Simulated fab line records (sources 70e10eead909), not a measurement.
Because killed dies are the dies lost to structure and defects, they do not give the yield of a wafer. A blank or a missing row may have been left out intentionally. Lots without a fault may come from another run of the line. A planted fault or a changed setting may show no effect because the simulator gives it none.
Code-filled problem report in 8D (eight disciplines) form :: flow nand_harc :: the parts of the form that need people (team, actions taken, sign-off) are left out

== 1. THE ISSUE ==
Mean of killed_at_periphery at NHARC_END_SORT_01: 61.3 across 9 wafers in 3 lots; on wafers with no fault it is 2.9 (standard deviation 2.2). That is +27 standard deviations from the usual mean.
First seen on wafer L531.1, day 21 12:56, on prober-01. The record holds 9 wafers of 3 lots with a number at this step. By rule, "out" or "out of limits" means more than 4 standard deviations away from the usual mean. Any other wafer with a number is counted as sound.

== 2. WHAT IT IS; WHAT IT IS NOT ==
question: which readings at this step
is: killed_at_periphery
is not: killed_at_array, killed_at_other, killed_open, killed_short

question: which lots
is: L531, L534, L536
is not: -

question: which wafers of those lots
is: all that have a number
is not: -

question: read on which gauges
is: prober-01, prober-02
is not: -

question: when
is: from day 21 12:56
is not: up to then (0 sound wafers)

== 3. THE SUSPECTS, EACH WITH WHAT RULES IT OUT ==
Counting: any tool at a process step up to the reading is kept as a suspect provided that every lot that is out went through it and no sound lot did after the first of them.
- the gauge at NHARC_END_SORT_01 has been ruled out. The wafers that are out were read on 2 gauges (prober-01, prober-02).
- rie_diel-05 at NHARC_P_STI_ETCH_31 (etches the open film in CF4/CHF3, target depth 108.9 nm, time 54.5 s): kept. It ran every lot that is out, first L531 (day 4 05:22), and no sound lot after that.
- plasma_asher-02 at NHARC_THIN_TSV_STRIP_62 (strips in N2/H2, time 20 s): kept. It ran every lot that is out, first L531 (day 20 20:28), and no sound lot after that.
What counting leaves: rie_diel-05 at NHARC_P_STI_ETCH_31 and plasma_asher-02 at NHARC_THIN_TSV_STRIP_62.

== 4. THE CAUSE (what the simulator had put in) ==
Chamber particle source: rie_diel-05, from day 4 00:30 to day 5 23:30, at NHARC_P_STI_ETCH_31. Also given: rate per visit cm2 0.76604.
Counting left 2 suspects, and this tool is among them.

== 5. THE CHAIN OF EFFECTS, in route order ==
Rows list readings where the struck wafers' mean (over those with a number) sits beyond 3 standard deviations from the usual. Only readings for which the record gives a usual standard deviation are gone through. hours: the time from each lot's start at the first step in this table that gives one to its start at this step, as a median over the lots. sigmas: the change in usual standard deviations.
hours: 0
step: NHARC_END_SORT_01
reading: killed_at_periphery
usual: 2.9
on struck wafers: 61.3
change: +58.4
sigmas: +27

hours: 0
step: NHARC_END_SORT_01
reading: killed_dies
usual: 32
on struck wafers: 81
change: +49
sigmas: +4.5

== 6. HOW IT WOULD HAVE BEEN CAUGHT EARLIER ==
420 hours passed between the start of the fault at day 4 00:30 and the first reading out of limits at a measuring or inspecting step in this record, taken at day 21 12:56.
An alarm limit of 4 standard deviations would not have fired on the tool readings at NHARC_P_STI_ETCH_31 for which the record gives a usual standard deviation, since none of them was out on any struck wafer.
Each of the lots that are out, 3 in all, had begun NHARC_P_STI_ETCH_31 on rie_diel-05 no later than day 21 12:56. Tool hold at that time: it would have spared none of them.
